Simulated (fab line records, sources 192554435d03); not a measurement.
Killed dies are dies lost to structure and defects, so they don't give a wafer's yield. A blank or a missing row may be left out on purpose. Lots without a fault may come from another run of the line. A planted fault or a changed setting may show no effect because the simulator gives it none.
Which tool did it? | flow n5_finfet | 8 lots, 21 wafers sampled, at 5 steps of a route of 1938

WHAT THE GAUGES READ, wafer by wafer
N5_BEOL_M4_RC_MEAS_101. Usual: DIBL_N 36.1 mV/V, standard deviation 2.3; DIBL_P 36 mV/V, standard deviation 3.2; IOFF_N 0.16 nA/um, standard deviation 0.045; IOFF_N_85C 3.2 nA/um, standard deviation 0.72; IOFF_N_LIN 0.076 nA/um, standard deviation 0.016; IOFF_N_LONG 5.56e-05 nA/um, standard deviation 2.4e-06; IOFF_P 0.21 nA/um, standard deviation 0.049; ION_N 674 uA/um, standard deviation 14; ION_P 462 uA/um, standard deviation 8.4; SS_N 71.6 mV/dec, standard deviation 0.83; SS_P 73.2 mV/dec, standard deviation 0.87; VT_N 249 mV, standard deviation 3.8; VT_N_LONG 274.7 mV, standard deviation 2; VT_N_LVT 98 mV, standard deviation 3.8; VT_P -250 mV, standard deviation 3.4; VT_P_LONG -275 mV, standard deviation 3; VT_P_LVT -99 mV, standard deviation 3.
lot  | measured     | on        | DIBL_N (mV/V)  | DIBL_P (mV/V) | IOFF_N (nA/um) | IOFF_N_85C (nA/um) | IOFF_N_LIN (nA/um) | IOFF_N_LONG (nA/um)        | IOFF_P (nA/um) | ION_N (uA/um) | ION_P (uA/um) | SS_N (mV/dec)  | SS_P (mV/dec)  | VT_N (mV)   | VT_N_LONG (mV)    | VT_N_LVT (mV) | VT_P (mV)      | VT_P_LONG (mV) | VT_P_LVT (mV) | flag
L756 | day 10 20:59 | prober-02 | 35.1 39.1 37.9 | 34 39 37      | 0.13 0.20 0.18 | 2.6 3.8 3.4        | 0.066 0.090 0.083  | 5.46e-05 5.43e-05 5.52e-05 | 0.21 0.28 0.25 | 659 675 673   | 461 466 465   | 70.7 72.3 71.7 | 72.9 73.6 73.7 | 250 248 248 | 273.6 277.5 277.3 | 102 99 98     | -249 -246 -245 | -272 -273 -275 | -98 -96 -97   |
L759 | day 11 20:04 | prober-01 | 39.1 38.2 36.7 | 42 40 39      | 0.22 0.20 0.19 | 4.1 3.9 3.6        | 0.093 0.089 0.086  | 5.29e-05 5.41e-05 5.38e-05 | 0.29 0.26 0.26 | 686 679 695   | 468 465 481   | 72.3 72.0 71.3 | 74.4 73.7 73.7 | 246 248 244 | 277.2 273.9 275.1 | 95 95 94      | -246 -246 -246 | -275 -276 -275 | -94 -95 -94   |
L765 | day 14 01:37 | prober-01 | 31.5 30.0      | 30 29         | 0.26 0.09      | 4.7 1.9            | 0.130 0.045        | 0.000125 5.52e-05          | 0.10 0.13      | 705 653       | 432 455       | 70.8 69.6      | 72.5 71.3      | 228 256     | 247.1 276.6       | 77 105        | -263 -255      | -286 -274      | -112 -104     | OFF
L766 | day 13 15:51 | prober-01 | 33.8 34.2 34.2 | 34 34 34      | 0.16 0.14 0.15 | 3.1 2.8 2.9        | 0.078 0.068 0.077  | 6.18e-05 6.23e-05 6.27e-05 | 0.22 0.21 0.21 | 667 662 684   | 462 460 474   | 71.5 71.5 71.1 | 73.0 72.4 73.1 | 248 250 248 | 269.7 272.9 270.8 | 95 99 97      | -248 -249 -249 | -270 -271 -271 | -95 -97 -97   |
L768 | day 13 09:17 | prober-02 | 34.9 35.4      | 35 33         | 0.36 0.13      | 6.2 2.7            | 0.175 0.063        | 0.0001207 5.37e-05         | 0.14 0.17      | 745 662       | 458 458       | 71.0 71.3      | 73.2 72.0      | 224 251     | 246.7 277.8       | 71 98         | -259 -255      | -285 -275      | -107 -100     | OFF
L770 | day 15 11:49 | prober-02 | 36.9 39.8      | 34 37         | 0.45 0.22      | 7.7 4.2            | 0.217 0.097        | 0.0001359 5.88e-05         | 0.15 0.24      | 752 688       | 455 465       | 70.9 71.8      | 72.9 73.6      | 220 243     | 246.1 271.9       | 65 92         | -256 -247      | -281 -273      | -107 -96      | OFF
L775 | day 17 04:29 | prober-01 | 35.1 36.6 35.3 | 37 38 37      | 0.15 0.19 0.15 | 2.9 3.5 2.9        | 0.072 0.084 0.067  | 5.4e-05 5.54e-05 5.49e-05  | 0.23 0.23 0.21 | 659 682 665   | 460 457 454   | 71.3 72.4 71.9 | 73.8 73.2 73.4 | 250 248 252 | 276.0 273.7 275.1 | 100 99 103    | -250 -250 -250 | -277 -275 -273 | -99 -99 -101  |
L776 | day 15 22:50 | prober-02 | 37.6 39.2 36.5 | 38 41 37      | 0.17 0.21 0.15 | 3.3 3.9 2.9        | 0.081 0.096 0.070  | 5.42e-05 5.4e-05 5.45e-05  | 0.20 0.28 0.20 | 673 674 675   | 458 466 462   | 71.3 72.2 71.2 | 73.8 75.1 73.9 | 248 249 248 | 275.1 276.1 276.5 | 96 95 100     | -252 -249 -254 | -278 -279 -279 | -99 -96 -99   |

WHICH TOOL RAN EACH LOT (tool, then ch and the chambers of the sampled wafers, then the start)
lot  | N5_HKMG_FIN_STRIP_92              | N5_HKMG_FIN_ALD_91                 | N5_HKMG_FIN_STRIP_89              | N5_HKMG_FIN_ALD_71
L756 | rie_diel-01 ch 0,2,3, day 4 01:43 | ald_metal-02 ch 0,2,3, day 4 02:15 | rie_diel-01 ch 0,2, day 4 02:39   | ald_metal-04 ch 0,2, day 4 03:20
L759 | rie_diel-03 ch 0,1,2, day 4 19:48 | ald_metal-02 ch 1,3, day 4 20:20   | rie_diel-03 ch 0,1, day 4 20:44   | ald_metal-04 ch 0,1,3, day 4 21:25
L765 | rie_diel-01 ch 3, day 6 06:49     | ald_metal-02 ch 1,2, day 6 07:21   | rie_diel-04 ch 2,3, day 6 07:44   | ald_metal-01 ch 1,3, day 6 08:25
L766 | rie_diel-03 ch 0,3, day 6 17:05   | ald_metal-04 ch 0,3, day 6 17:37   | rie_diel-01 ch 0,1, day 6 18:01   | ald_metal-04 ch 2,3, day 6 18:41
L768 | rie_diel-04 ch 0,3, day 7 03:47   | ald_metal-02 ch 0,1, day 7 04:21   | rie_diel-01 ch 1,3, day 7 04:45   | ald_metal-04 ch 0,3, day 7 05:26
L770 | rie_diel-01 ch 1, day 7 13:33     | ald_metal-02 ch 1, day 7 14:05     | rie_diel-01 ch 1, day 7 14:40     | ald_metal-01 ch 0,2, day 7 15:20
L775 | rie_diel-03 ch 0,2,3, day 8 20:53 | ald_metal-04 ch 0,1,3, day 8 21:25 | rie_diel-04 ch 0,2,3, day 8 21:49 | ald_metal-01 ch 0,1, day 8 22:29
L776 | rie_diel-04 ch 0,1,3, day 9 08:27 | ald_metal-01 ch 0,2,3, day 9 09:26 | rie_diel-04 ch 0,2,3, day 9 09:57 | ald_metal-01 ch 1,2,3, day 9 10:37
- N5_HKMG_FIN_STRIP_92: strips SOC in N2/H2, time 20 s.
- N5_HKMG_FIN_ALD_91: deposits TiN, target thk 1 nm, pulse time 1 s, purge time 3 s.
- N5_HKMG_FIN_STRIP_89: strips SOC in N2/H2, time 20 s.
- N5_HKMG_FIN_ALD_71: deposits TiN, target thk 1 nm, pulse time 1 s, purge time 3 s.

WHAT THE TOOLS THEMSELVES READ (means of the sampled wafers that have a number; where no wafer has one, the mark that the record gives instead)
N5_HKMG_FIN_STRIP_92. Usual: chamber_pressure_mTorr 50.00 mTorr, standard deviation 0.052; drypump_motor_current_A 5.68 A, standard deviation 0.2; n2_flow_sccm 300.0 sccm, standard deviation 0.84; oes_product_au 0.78 a.u., standard deviation 0.081; rf_vpp_V 54.1 V, standard deviation 0.82; showerhead_plenum_p_Torr 3.36 Torr, standard deviation 0.11; throttle_valve_pct 19.1 %, standard deviation 0.35.
lot  | tool        | chamber_pressure_mTorr (mTorr) | drypump_motor_current_A (A) | n2_flow_sccm (sccm) | oes_product_au (a.u.) | rf_vpp_V (V) | showerhead_plenum_p_Torr (Torr) | throttle_valve_pct (%) | flag
L756 | rie_diel-01 | 50.03                          | 5.75                        | 300.3               | 0.78                  | 54.0         | 3.33                            | 19.2                   |
L759 | rie_diel-03 | 49.95                          | 5.78                        | 300.3               | 0.78                  | 53.9         | 3.35                            | 18.8                   |
L765 | rie_diel-01 | 50.00                          | 5.91                        | 299.2               | 0.68                  | 54.0         | 3.32                            | 19.2                   |
L766 | rie_diel-03 | 50.01                          | 5.58                        | 300.6               | 0.76                  | 54.2         | 3.28                            | 18.6                   |
L768 | rie_diel-04 | 49.95                          | 5.57                        | 301.2               | 0.86                  | 54.6         | 3.40                            | 19.1                   |
L770 | rie_diel-01 | 50.11                          | 5.57                        | 301.1               | 0.84                  | 55.7         | 3.54                            | 19.3                   |
L775 | rie_diel-03 | 50.00                          | 5.73                        | 300.8               | 0.75                  | 53.2         | 3.33                            | 18.7                   |
L776 | rie_diel-04 | 50.00                          | 5.69                        | 299.3               | 0.87                  | 54.3         | 3.36                            | 19.1                   |

N5_HKMG_FIN_ALD_91. Usual: chamber_pressure_Torr 3.000 Torr, standard deviation 0.0067; heater_power_outer_w 532 W, standard deviation 75; heater_power_w 871 W, standard deviation 110; precursor_pulse_height_rel 0.998, standard deviation 0.018; susceptor_temp_C 399.99 C, standard deviation 0.22.
lot  | tool         | chamber_pressure_Torr (Torr) | heater_power_outer_w (W) | heater_power_w (W) | precursor_pulse_height_rel | susceptor_temp_C (C) | flag
L756 | ald_metal-02 | 3.001                        | 557                      | 874                | 1.009                      | 400.07               |
L759 | ald_metal-02 | 3.000                        | 526                      | 895                | 1.004                      | 399.89               |
L765 | ald_metal-02 | 2.995                        | 573                      | 939                | 1.016                      | 399.85               |
L766 | ald_metal-04 | 3.003                        | 463                      | 803                | 1.003                      | 400.15               |
L768 | ald_metal-02 | 3.005                        | 670                      | 1058               | 0.996                      | 399.88               |
L770 | ald_metal-02 | 3.008                        | 666                      | 1086               | 1.015                      | 400.10               |
L775 | ald_metal-04 | 2.997                        | 474                      | 815                | 1.005                      | 399.98               |
L776 | ald_metal-01 | 3.002                        | 508                      | 840                | 0.994                      | 400.16               |

N5_HKMG_FIN_STRIP_89. Usual: chamber_pressure_mTorr 50.00 mTorr, standard deviation 0.05; drypump_motor_current_A 5.67 A, standard deviation 0.22; n2_flow_sccm 299.9 sccm, standard deviation 0.88; oes_product_au 0.78 a.u., standard deviation 0.083; rf_vpp_V 54.2 V, standard deviation 0.96; showerhead_plenum_p_Torr 3.37 Torr, standard deviation 0.11; throttle_valve_pct 19.1 %, standard deviation 0.34.
lot  | tool        | chamber_pressure_mTorr (mTorr) | drypump_motor_current_A (A) | n2_flow_sccm (sccm) | oes_product_au (a.u.) | rf_vpp_V (V) | showerhead_plenum_p_Torr (Torr) | throttle_valve_pct (%) | flag
L756 | rie_diel-01 | 50.03                          | 5.73                        | 299.9               | 0.85                  | 53.2         | 3.31                            | 19.1                   |
L759 | rie_diel-03 | 49.98                          | 5.71                        | 300.8               | 0.81                  | 54.2         | 3.27                            | 18.8                   |
L765 | rie_diel-04 | 49.91                          | 5.33                        | 300.4               | 0.72                  | 55.0         | 3.49                            | 19.5                   |
L766 | rie_diel-01 | 50.00                          | 5.67                        | 300.2               | 0.87                  | 54.8         | 3.36                            | 19.0                   |
L768 | rie_diel-01 | 50.02                          | 5.74                        | 299.7               | 0.76                  | 55.5         | 3.43                            | 19.2                   |
L770 | rie_diel-01 | 50.02                          | 5.54                        | 300.1               | 0.84                  | 53.9         | 3.54                            | 19.3                   |
L775 | rie_diel-04 | 50.01                          | 5.51                        | 300.9               | 0.77                  | 54.2         | 3.41                            | 19.2                   |
L776 | rie_diel-04 | 50.01                          | 5.51                        | 299.6               | 0.77                  | 54.2         | 3.41                            | 19.3                   |

N5_HKMG_FIN_ALD_71. Usual: chamber_pressure_Torr 3.000 Torr, standard deviation 0.0068; heater_power_outer_w 525 W, standard deviation 70; heater_power_w 865 W, standard deviation 96; precursor_pulse_height_rel 1.003, standard deviation 0.019; susceptor_temp_C 400.00 C, standard deviation 0.21.
lot  | tool         | chamber_pressure_Torr (Torr) | heater_power_outer_w (W) | heater_power_w (W) | precursor_pulse_height_rel | susceptor_temp_C (C) | flag
L756 | ald_metal-04 | 3.002                        | 518                      | 890                | 0.989                      | 399.91               |
L759 | ald_metal-04 | 2.998                        | 485                      | 802                | 1.026                      | 399.99               |
L765 | ald_metal-01 | 2.994                        | 557                      | 934                | 1.046                      | 399.92               |
L766 | ald_metal-04 | 3.002                        | 494                      | 848                | 1.002                      | 399.81               |
L768 | ald_metal-04 | 3.001                        | 470                      | 820                | 1.020                      | 399.97               |
L770 | ald_metal-01 | 2.992                        | 504                      | 822                | 0.991                      | 400.19               |
L775 | ald_metal-01 | 2.994                        | 523                      | 892                | 1.006                      | 399.90               |
L776 | ald_metal-01 | 3.004                        | 553                      | 893                | 1.019                      | 399.76               |

THE ANSWER, worked out from the rows above alone
Rule: a lot is off if the mean of its wafers that have a number lies more than 3 standard deviations from the usual mean. A lot without any number at a reading at which 4 lots or more have one is off too. The other lots that the step has rows for count as sound. The gauges are gone through in route order, then the tools' own readings, and for those a lot's mean is taken as printed above. The first step at which some lot is off is used, and at that step the reading that is off furthest; a lot without a number counts as furthest.
Off: L765, L768, L770, at N5_BEOL_M4_RC_MEAS_101 (IOFF_N_LONG).
A tool fits if, at a process step before that reading, it ran every lot that is off, and no sound lot after the first of them. The gauges at N5_BEOL_M4_RC_MEAS_101 are tried like those tools. One fits: ald_metal-02 at N5_HKMG_FIN_ALD_91. Its last sound lot is L759 (day 4 20:20), its first lot that is off L765 (day 6 07:21): a fault that began between those two fits.
The tool's own readings at N5_HKMG_FIN_ALD_91 bear it out: on the lots that are off they differ by more than 5 times the standard deviation of the sound lots' means. heater_power_w reads 1028 W there against 845 W on the sound lots.

WHAT THE SIMULATOR HAD PUT IN
Process parameter drift: ald_metal-02, from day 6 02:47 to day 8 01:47, at N5_HKMG_FIN_ALD_91. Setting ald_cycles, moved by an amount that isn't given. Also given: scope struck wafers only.
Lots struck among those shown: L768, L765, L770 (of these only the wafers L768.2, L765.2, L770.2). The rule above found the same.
